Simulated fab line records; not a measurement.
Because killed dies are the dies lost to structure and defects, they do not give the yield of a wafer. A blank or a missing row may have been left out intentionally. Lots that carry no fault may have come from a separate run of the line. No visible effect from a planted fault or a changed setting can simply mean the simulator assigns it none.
fab line records	flow n5Finfet
record lots=15	wafers=45	lastDay=17
route steps=1938 shown SD_EPI_N@293 SD_EPI_P@303 ILD0@338 BEOL_M4@1111
lots untouched by any fault: they come from a run of this same line in which no faults occurred
startH: the number of hours between the record's first day and the start of the first shown wafer of the lot	waitH: how many hours have passed since the lot's step before this one	" as in the row above	L1.1+2: a single row standing in for several wafers	- value missing, or start not given	* or withheld: withheld	< > ~ a bound
route shown NAME@n: NAME is a module with steps in the file, n the number in the route of the first one	usual: the fault-free wafers' mean and standard deviation	same: alike in all rows	chamber/n: place in a boat	sites: each site's reading	_std_site: their standard deviation	_edge_site: inner sites' mean taken away from outer sites' mean	radiusMm: for every site, how far away it sits from the centre of the wafer	mask NAME#n: copy n	behind: the most recent tool/chamber to have shaped the wafer	hold: what put the lot on hold/how long, in hours/how the hold closed	device: the transistor (n, p or np) that didn't switch	end of line: the same wafers' tests at the end of the route	where a step has no rows: the recipe by itself	killed: at the first sort, the dies lost to defects and structure; wafer yield is something else	map: dies across one wafer; x = killed, . = not, _ = none there
set.NAME: the setting as run; set.NAME@STEP: as run at that earlier step	model.NAME: the simulator's own value behind a step, which no gauge read
a sample of lots followed through the steps of the route, with each step as a table and each wafer as a row
services: the hour from which a tool's chamber was out of use, counted from the record's first day as startH (under 0 if before that day), plus the number of hours and why
## steps
# step N5_SD_EPI_N_LINER_46
# recipe material=SiNx	targetThkA=30	tempC=400	aldPrecursorFamily=SiH2I2	aldCoReactant=N2/H2-plasma	pressureTorr=2
# usual heaterPowerOuterW=543/49	heaterPowerW=860/65	susceptorTempC=399.98/0.23
lot.wafer	tool	chamber	startH	waitH	heaterPowerOuterW	heaterPowerW	susceptorTempC
L603.1	aldSin-04	1	52.92	0.2	568	835	400.10
L603.2	"	2	"	"	640	987	399.78
L603.3	"	3	"	"	498	838	400.43
L604.2	aldSin-04	3	58.81	0.7	497	829	400.57
L604.5	"	0	"	"	502	805	399.77
L604.6	"	1	"	"	551	834	400.06
L605.3	aldSin-04	0	67.99	0.1	519	812	400.03
L605.4	"	1	"	"	569	833	400.05
L605.5	"	1	"	"	554	838	400.10
L607.2	aldSin-02	3	75.69	0.2	504	852	400.18
L607.3	"	0	"	"	539	829	400.34
L607.4	"	2	"	"	537	869	400.09
L610.2	aldSin-04	2	96.83	0.3	627	1011	400.17
L610.5	"	0	"	"	512	819	400.13
L610.6	"	1	"	"	556	843	400.09
L611.1	aldSin-04	3	102.67	0.3	500	826	400.00
L611.4	"	0	"	"	516	809	399.73
L611.5	"	1	"	"	555	835	400.04
L612.1	aldSin-04	1	114.30	0.2	555	827	400.18
L612.4	"	0	"	"	508	815	400.11
L612.6	"	0	"	"	510	820	400.06
L613.1	aldSin-04	3	118.38	0.2	504	830	400.11
L613.3	"	2	"	"	634	1015	399.77
L613.4	"	0	"	"	502	841	400.24
L616.1	aldSin-02	0	133.15	0.2	543	851	399.63
L616.3	"	1	"	"	586	831	399.60
L616.6	"	1	"	"	579	869	399.99
L617.1	aldSin-04	2	141.12	0.2	636	992	399.85
L617.2	"	0	"	"	492	811	400.26
L617.4	"	1	"	"	551	818	399.79
L618.1	aldSin-04	3	142.02	0.2	497	828	399.75
L618.2	"	2	"	"	659	1008	399.84
L618.4	"	1	"	"	547	860	399.96
L619.3	aldSin-01	1	154.89	0.2	455	749	400.14
L619.4	"	2	"	"	563	843	400.04
L619.6	"	1	"	"	450	748	399.57
L621.2	aldSin-04	3	164.77	0.1	499	833	400.10
L621.3	"	1	"	"	548	842	399.88
L621.4	"	0	"	"	507	850	400.18
L625.3	aldSin-02	3	185.09	0.3	496	842	400.01
L625.5	"	1	"	"	574	895	399.86
L625.6	"	0	"	"	519	820	400.21
L626.1	aldSin-04	2	191.65	0.2	624	945	399.78
L626.3	"	0	"	"	528	811	400.18
L626.5	"	1	"	"	499	794	399.97
# step N5_SD_EPI_P_CD_MEAS_09
# recipe targetCdNm=240	landingEnergyEv=500	detector=seInlens
# usual cdNm=239.8/0.87
# same landingEnergyEv=500
lot.wafer	tool	chamber	startH	waitH	cdNm
L603.1	cdSem-03	0	53.56	-	240.0
L603.2	"	0	"	"	239.3
L603.3	"	0	"	"	239.2
L604.2	cdSem-02	0	59.33	-	239.6
L604.5	"	0	"	"	240.3
L604.6	"	0	"	"	239.7
L605.3	cdSem-02	0	68.64	-	239.0
L605.4	"	0	"	"	238.7
L605.5	"	0	"	"	240.9
L607.2	cdSem-02	0	76.34	-	239.2
L607.3	"	0	"	"	238.5
L607.4	"	0	"	"	240.1
L610.2	cdSem-01	0	97.48	-	240.3
L610.5	"	0	"	"	239.9
L610.6	"	0	"	"	240.1
L611.1	cdSem-01	0	103.20	-	238.6
L611.4	"	0	"	"	238.7
L611.5	"	0	"	"	238.6
L612.1	cdSem-01	0	114.95	-	239.0
L612.4	"	0	"	"	239.5
L612.6	"	0	"	"	239.0
L613.1	cdSem-01	0	118.91	-	239.1
L613.3	"	0	"	"	239.0
L613.4	"	0	"	"	239.4
L616.1	cdSem-03	0	133.68	-	241.1
L616.3	"	0	"	"	241.5
L616.6	"	0	"	"	241.9
L617.1	cdSem-03	0	141.65	-	239.2
L617.2	"	0	"	"	240.4
L617.4	"	0	"	"	242.1
L618.1	cdSem-03	0	142.55	-	239.0
L618.2	"	0	"	"	239.7
L618.4	"	0	"	"	239.3
L619.3	cdSem-02	0	155.42	-	239.9
L619.4	"	0	"	"	240.8
L619.6	"	0	"	"	241.0
L621.2	cdSem-01	0	165.42	-	239.3
L621.3	"	0	"	"	240.0
L621.4	"	0	"	"	239.3
L625.3	cdSem-02	0	185.74	-	240.4
L625.5	"	0	"	"	241.3
L625.6	"	0	"	"	241.7
L626.1	cdSem-03	0	192.30	-	239.8
L626.3	"	0	"	"	239.7
L626.5	"	0	"	"	239.1
# step N5_SD_EPI_P_ETCH_36
# recipe chemistry=CF4	target=SiARC	targetDepthA=455	maskMaterial=CAR-ArF-block	timeS=75.8	ionEnergyEv=80	pressureMtorr=40	sourceW=545	biasW=36	Ar_flow_sccm=100	cf4FlowSccm=100	ends=cleared
# usual drypumpMotorCurrentA=5.9/0.4	etchRfOnTimeS=75.1/1.9	oesProductAu=0.64/0.049	rfVppV=183.7/1.3	showerheadPlenumPTorr=2.11/0.071	throttleValvePct=15.71/0.22
lot.wafer	tool	chamber	startH	waitH	drypumpMotorCurrentA	etchRfOnTimeS	oesProductAu	rfHoursCounterH	rfVppV	showerheadPlenumPTorr	throttleValvePct
L603.1	rieDiel-01	2	53.69	0.0	5.2	74.3	0.61	229	182.5	2.10	15.74
L603.2	"	1	"	"	6.1	77.7	0.63	171	184.3	2.13	15.77
L603.3	"	0	"	"	6.2	76.2	0.64	169	183.4	2.05	15.62
L604.2	rieDiel-05	3	59.46	0.0	6.1	75.8	0.62	173	185.7	2.22	15.80
L604.5	"	0	"	"	6.4	75.3	0.61	-	181.7	2.04	16.14
L604.6	"	3	"	"	6.2	75.5	0.61	-	186.6	2.22	15.76
L605.3	rieDiel-06	3	68.76	0.0	6.2	75.6	0.65	125	184.4	2.15	15.92
L605.4	"	0	"	"	5.7	77.0	0.66	128	183.2	2.15	15.69
L605.5	"	1	"	"	5.2	75.6	0.63	-	184.7	2.13	15.51
L607.2	rieDiel-06	1	76.47	0.0	5.2	75.5	0.62	197	184.5	2.13	15.50
L607.3	"	3	"	"	6.2	75.5	0.66	128	183.4	2.14	15.92
L607.4	"	2	"	"	5.7	72.6	0.71	112	181.5	1.99	15.68
L610.2	rieDiel-06	3	97.60	0.0	6.2	76.7	0.65	135	183.3	2.14	15.94
L610.5	"	2	"	"	5.6	73.6	0.70	-	183.2	1.99	15.70
L610.6	"	1	"	"	5.2	76.9	0.62	-	183.8	2.13	15.54
L611.1	rieDiel-01	3	103.32	0.0	5.6	74.7	0.63	168	184.9	2.22	15.78
L611.4	"	2	"	"	5.2	74.6	0.60	244	185.2	2.10	15.79
L611.5	"	2	"	"	5.2	74.7	0.60	-	182.4	2.10	15.79
L612.1	rieDiel-01	3	115.29	0.0	5.6	74.8	0.63	172	184.3	2.22	15.80
L612.4	"	0	"	"	6.2	77.2	0.62	189	182.2	2.04	15.65
L612.6	"	2	"	"	5.2	75.4	0.59	-	182.3	2.09	15.79
L613.1	rieDiel-06	2	119.03	0.0	5.6	72.4	0.70	126	182.0	1.99	15.70
L613.3	"	1	"	"	5.2	74.9	0.62	210	184.8	2.13	15.54
L613.4	"	3	"	"	6.2	75.8	0.64	143	185.5	2.14	15.95
L616.1	rieDiel-05	2	133.80	0.0	6.2	74.6	0.60	213	181.6	2.04	15.44
L616.3	"	1	"	"	6.0	73.2	0.65	161	184.7	2.14	15.49
L616.6	"	2	"	"	6.2	74.3	0.60	-	182.0	2.04	15.45
L617.1	rieDiel-01	2	141.77	0.0	5.2	72.2	0.84	2	184.1	2.09	15.32
L617.2	"	3	"	"	5.6	73.3	0.63	180	184.2	2.22	15.83
L617.4	"	0	"	"	6.2	75.7	0.62	199	183.5	2.04	15.69
L618.1	rieDiel-05	1	142.67	0.0	6.0	72.3	0.65	164	184.0	2.14	15.49
L618.2	"	3	"	"	6.2	75.1	0.60	199	184.4	2.21	15.82
L618.4	"	0	"	"	6.4	74.6	0.60	235	184.1	2.03	16.19
L619.3	rieDiel-05	1	155.54	0.0	6.0	72.5	0.65	168	184.8	2.14	15.50
L619.4	"	2	"	"	6.2	74.1	0.60	220	183.3	2.04	15.46
L619.6	"	3	"	"	6.2	74.7	0.60	-	184.3	2.21	15.84
L621.2	rieDiel-01	0	165.55	0.0	6.2	76.7	0.61	206	183.2	2.04	15.69
L621.3	"	1	"	"	6.1	79.6	0.61	209	184.3	2.12	15.86
L621.4	"	2	"	"	5.2	72.6	0.82	9	183.6	2.09	15.32
L625.3	rieDiel-01	2	185.86	0.0	5.2	73.7	0.79	15	183.3	2.09	15.36
L625.5	"	0	"	"	6.2	76.8	0.60	-	181.1	2.04	15.72
L625.6	"	3	"	"	5.6	74.1	0.62	-	185.3	2.22	15.84
L626.1	rieDiel-06	1	192.43	0.0	5.2	74.8	0.61	229	183.5	2.12	15.56
L626.3	"	3	"	"	6.2	76.2	0.63	162	184.0	2.13	15.99
L626.5	"	1	"	"	5.2	75.6	0.61	-	183.3	2.12	15.56
# step N5_ILD0_CMP_03
# recipe stopOn=SiNx	tOverpolishS=1.9	postCmpClean=alkalineBrush	downForcePsi=4.1491	platenRpm=51.796	padVelocityMS=1.0306	targetThkNm=197.38
# usual edgeZonePressureFrac=1.000/0.0049	headPressurePsi=4.147/0.0089	motorCurrentA=12.2/1	overpolishRunS=1.900/0.0094	timeToEndpointS=69/3.1
lot.wafer	tool	chamber	startH	waitH	edgeZonePressureFrac	headPressurePsi	motorCurrentA	overpolishRunS	timeToEndpointS
L603.2	cmp-03	2	61.21	0.1	1.007	4.155	11.1	1.897	70
L603.3	"	0	"	"	1.002	4.137	12.8	1.898	69
L603.1	"	1	"	"	0.998	4.147	12.9	1.884	64
L604.2	cmp-03	1	67.43	0.2	0.995	4.136	12.3	1.893	68
L604.6	"	2	"	"	1.006	4.153	11.4	1.904	69
L604.5	"	3	"	"	0.997	4.155	11.3	1.899	66
L605.3	cmp-02	3	75.64	0.0	1.004	4.155	10.9	1.892	68
L605.4	"	2	"	"	1.000	4.156	14.2	1.887	68
L605.5	"	3	"	"	1.010	4.155	10.7	1.903	69
L607.2	cmp-04	0	87.47	0.0	1.004	4.157	12.1	1.897	65
L607.4	"	1	"	"	1.002	4.161	12.3	1.895	70
L607.3	"	2	"	"	0.994	4.157	13.2	1.900	63
L610.2	cmp-04	2	105.32	0.1	0.997	4.156	12.4	1.887	72
L610.5	"	1	"	"	1.008	4.144	12.3	1.914	76
L610.6	"	2	"	"	1.000	4.133	13.1	1.899	69
L611.4	cmp-03	2	111.28	0.1	0.994	4.155	11.3	1.906	68
L611.1	"	3	"	"	1.001	4.152	11.0	1.897	64
L611.5	"	0	"	"	0.995	4.156	12.5	1.893	69
L612.1	cmp-02	3	122.39	0.0	1.003	4.141	9.9	1.890	66
L612.4	"	2	"	"	1.000	4.146	13.4	1.898	72
L612.6	"	3	"	"	1.003	4.142	10.6	1.910	69
L613.1	cmp-04	0	127.28	0.0	0.995	4.144	11.9	1.900	69
L613.3	"	1	"	"	0.999	4.135	11.8	1.904	71
L613.4	"	2	"	"	1.007	4.140	11.8	1.915	67
L616.1	cmp-02	0	141.59	0.0	-	-	-	-	-
L616.3	"	3	"	"	-	-	-	-	-
L616.6	"	1	"	"	-	-	-	-	-
L617.2	cmp-04	0	149.64	0.0	-	-	-	-	-
L617.1	"	1	"	"	-	-	-	-	-
L617.4	"	3	"	"	-	-	-	-	-
L618.2	cmp-02	1	149.74	0.0	-	-	-	-	-
L618.1	"	3	"	"	-	-	-	-	-
L618.4	"	0	"	"	-	-	-	-	-
L619.3	cmp-02	0	163.26	0.0	1.000	4.146	13.4	1.902	69
L619.4	"	3	"	"	1.009	4.143	10.6	1.898	71
L619.6	"	1	"	"	1.001	4.149	12.7	1.889	73
L621.2	cmp-02	3	174.99	0.0	1.000	4.143	10.4	1.891	68
L621.4	"	1	"	"	1.010	4.152	12.4	1.900	75
L621.3	"	2	"	"	1.002	4.147	13.1	1.884	71
L625.3	cmp-02	0	193.53	0.1	0.996	4.149	13.7	1.901	71
L625.6	"	1	"	"	0.996	4.134	12.3	1.929	73
L625.5	"	2	"	"	0.998	4.162	14.2	1.898	73
L626.1	cmp-03	1	200.65	0.1	1.001	4.147	13.2	1.897	68
L626.3	"	2	"	"	0.995	4.150	11.3	1.895	70
L626.5	"	3	"	"	0.994	4.140	10.5	1.897	64
# step N5_BEOL_M4_RC_MEAS_101
# usual DIBL_N=36.0/1.7	DIBL_P=35.8/2	IOFF_N=0.15/0.03	IOFF_P=0.20/0.037	ION_N=670/12	ION_P=460/7.2	SS_N=71.5/0.68	SS_P=73.2/0.65	VT_N=250/3.1	VT_P=-251/3.4
lot.wafer	tool	chamber	startH	waitH	DIBL_N[mV/V]	DIBL_P[mV/V]	IOFF_N[nA/um]	IOFF_P[nA/um]	ION_N[uA/um]	ION_P[uA/um]	SS_N[mV/dec]	SS_P[mV/dec]	VT_N[mV]	VT_P[mV]
L604.2	prober-01	0	175.62	0.2	36.4	35.4	0.16	0.20	664	456	71.6	73.0	250	-251
L604.5	"	0	"	"	34.2	31.6	0.11	0.16	655	455	70.5	72.0	256	-256
L604.6	"	0	"	"	34.7	32.5	0.13	0.16	662	454	71.2	72.5	253	-257
L603.1	prober-01	0	178.10	0.0	36.0	37.1	0.17	0.24	684	471	71.4	73.4	249	-247
L603.2	"	0	"	"	37.1	37.0	0.18	0.23	682	464	71.3	73.3	248	-248
L603.3	"	0	"	"	36.7	36.6	0.18	0.23	669	467	71.6	73.3	249	-247
L605.3	prober-01	0	180.80	0.3	34.3	33.3	0.12	0.16	668	456	71.9	72.0	251	-252
L605.4	"	0	"	"	35.8	34.4	0.15	0.17	677	457	72.1	72.7	247	-253
L605.5	"	0	"	"	36.6	34.3	0.15	0.16	646	440	72.3	72.8	252	-253
L607.2	prober-01	0	195.43	0.2	39.0	38.2	0.22	0.31	669	465	72.4	75.0	244	-240
L607.3	"	0	"	"	39.3	38.9	0.23	0.33	663	463	72.1	74.9	244	-241
L607.4	"	0	"	"	34.0	32.5	0.12	0.20	657	464	70.2	72.8	250	-246
L610.2	prober-01	0	209.11	0.2	35.7	36.3	0.16	0.19	681	459	71.7	72.8	247	-252
L610.5	"	0	"	"	35.9	36.5	0.15	0.20	674	467	72.2	74.3	252	-252
L610.6	"	0	"	"	37.4	38.2	0.19	0.23	689	471	73.0	73.7	248	-251
L611.1	prober-01	0	219.75	0.0	37.8	37.9	0.17	0.24	666	464	72.3	73.3	249	-248
L611.4	"	0	"	"	40.1	41.5	0.24	0.30	692	474	72.6	74.2	244	-246
L611.5	"	0	"	"	37.4	36.9	0.17	0.21	683	464	72.0	73.6	252	-249
L612.1	prober-02	0	231.14	0.0	36.1	34.8	0.18	0.23	668	458	71.5	73.4	247	-249
L612.4	"	0	"	"	35.6	35.0	0.16	0.23	691	471	71.1	73.6	248	-247
L612.6	"	0	"	"	36.9	34.9	0.18	0.23	671	458	72.4	73.5	250	-247
L613.1	prober-01	0	237.50	0.0	37.7	38.1	0.19	0.27	687	477	71.5	73.5	248	-244
L613.3	"	0	"	"	36.0	35.1	0.15	0.21	656	455	71.8	72.4	249	-249
L613.4	"	0	"	"	34.8	33.7	0.13	0.18	678	462	71.3	73.1	251	-249
L619.3	prober-01	0	266.22	0.3	36.8	35.9	0.17	0.19	682	462	71.5	73.5	247	-251
L619.4	"	0	"	"	33.2	33.4	0.12	0.16	677	466	70.2	72.4	252	-254
L619.6	"	0	"	"	35.1	33.8	0.14	0.16	665	451	71.2	73.3	254	-257
L621.2	prober-01	0	274.55	0.2	37.5	38.7	0.19	0.21	678	456	72.3	73.8	251	-252
L621.3	"	0	"	"	34.2	34.3	0.12	0.15	670	455	71.8	73.0	255	-259
L621.4	"	0	"	"	33.3	33.9	0.11	0.14	655	443	71.4	72.8	255	-259
L625.3	prober-02	0	305.41	0.3	34.7	33.1	0.14	0.17	671	462	71.1	72.5	248	-253
L625.5	"	0	"	"	35.7	35.3	0.15	0.20	684	465	70.8	73.3	247	-252
L625.6	"	0	"	"	37.3	35.7	0.17	0.21	665	457	71.3	72.6	248	-250
L626.1	prober-02	0	317.11	0.0	36.1	37.4	0.16	0.21	685	467	71.8	73.0	251	-252
L626.3	"	0	"	"	32.9	33.9	0.12	0.17	672	457	70.4	72.3	252	-252
L626.5	"	0	"	"	36.1	37.3	0.16	0.20	681	460	71.1	73.9	249	-253
## services
tool	chamber	startH	hours	kind
rieDiel-06	3	38.09	5.0	repair
aldSin-04	3	39.80	5.3	repair
cmp-04	-	41.70	4.0	pm
aldSin-04	2	55.56	4.5	repair
rieDiel-01	2	59.15	2.7	repair
cmp-04	-	60.07	1.3	repair
rieDiel-06	-	75.90	0.5	repair
aldSin-04	-	76.34	1.2	repair
cmp-02	-	79.15	1.1	repair
rieDiel-01	3	83.26	8.8	repair
cmp-04	-	97.58	0.8	repair
rieDiel-06	0	101.16	4.5	repair
cmp-02	-	113.09	4.0	pm
rieDiel-01	3	123.80	3.1	repair
cmp-02	-	126.03	1.2	repair
cmp-04	-	128.05	1.6	repair
cmp-03	-	158.52	0.8	repair
cmp-03	-	165.89	4.2	repair
cmp-04	-	168.60	0.6	repair
cmp-04	-	176.36	1.2	repair
aldSin-04	-	176.97	14.0	pm
rieDiel-06	0	190.33	6.5	repair
rieDiel-06	2	195.78	28.7	repair
rieDiel-05	1	197.55	24.1	repair
## key
firstSign step=N5_ILD0_CMP_03	reading=toolRecord	direction=missing
effect none on later readings
metAt N5_ILD0_CMP_03
struckLots L616,L617,L618
laterRowsLeftOut L616.1,L616.3,L616.6,L617.1,L617.2,L617.4,L618.1,L618.2,L618.4
sortLeftOut L616.1,L616.3,L616.6,L617.1,L617.2,L617.4,L618.1,L618.2,L618.4
notActingAt N5_SD_EPI_N_LINER_46,N5_SD_EPI_P_CD_MEAS_09,N5_SD_EPI_P_ETCH_36
onsetBetween 127.28 141.59
fault kind=skippedStepWhole	tool=cmp-02,cmp-04	chamber=-	onsetH=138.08	steps=N5_ILD0_CMP_03	scope=struckLotsOnly
# sortLeftOut: the simulated sort isn't trusted on such a fault, so these wafers' sort isn't shown, and their yield isn't known
# laterRowsLeftOut: the simulator's readings of these wafers behind a module that went badly wrong aren't trusted and aren't shown, but for the sort
